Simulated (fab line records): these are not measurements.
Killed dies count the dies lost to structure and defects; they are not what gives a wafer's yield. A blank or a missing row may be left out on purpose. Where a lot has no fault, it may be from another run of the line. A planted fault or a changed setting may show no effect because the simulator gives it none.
Chamber matching :: flow nandHarc :: 3 sister chambers for NHARC_A_CONTACT_DEP_24 on pecvd-02
The step deposits SiO2, target thk 500 nm. 3 wafers are shown with their chamber, then 7 later ones without.

## EACH WAFER AND ITS CHAMBER
wafer: L517.1
chamber: 2
heaterPowerW (W): 447

wafer: L516.2
chamber: 0
heaterPowerW (W): 650

wafer: L516.3
chamber: 1
heaterPowerW (W): 701

## WAFERS WITHOUT THEIR CHAMBER
wafer: L516.4
heaterPowerW (W): 549

wafer: L518.2
heaterPowerW (W): 651

wafer: L518.4
heaterPowerW (W): 450

wafer: L518.5
heaterPowerW (W): 673

wafer: L519.2
heaterPowerW (W): 621

wafer: L519.4
heaterPowerW (W): 501

wafer: L519.5
heaterPowerW (W): 318

## WHICH CHAMBER EACH ONE RAN IN
wafer: L516.4
from the rows above: can't be placed: 0 or 2 or 1
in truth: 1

wafer: L518.2
from the rows above: can't be placed: 0 or 1
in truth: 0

wafer: L518.4
from the rows above: 2
in truth: 2

wafer: L518.5
from the rows above: can't be placed: 0 or 1
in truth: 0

wafer: L519.2
from the rows above: can't be placed: 0 or 1
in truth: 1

wafer: L519.4
from the rows above: can't be placed: 2 or 0
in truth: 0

wafer: L519.5
from the rows above: 2
in truth: 2
Placed correctly: 2 of 7. Can't be placed from these rows: 5 (the true chamber is among the candidates in 5). Placed wrongly: 0.
How it was worked out, from the rows above alone: a wafer's distance from a chamber is the root of the sum, over the readings, of the square of ((its reading less the chamber's mean) divided by the reading's scatter). The wafer belongs to the nearest chamber; if the next one is less than 2 further off, it can't be placed. A chamber's mean is the mean of its shown wafers. The scatter: root of mean squared gap, hidden wafer to nearest shown wafer, with one shown wafer a chamber.
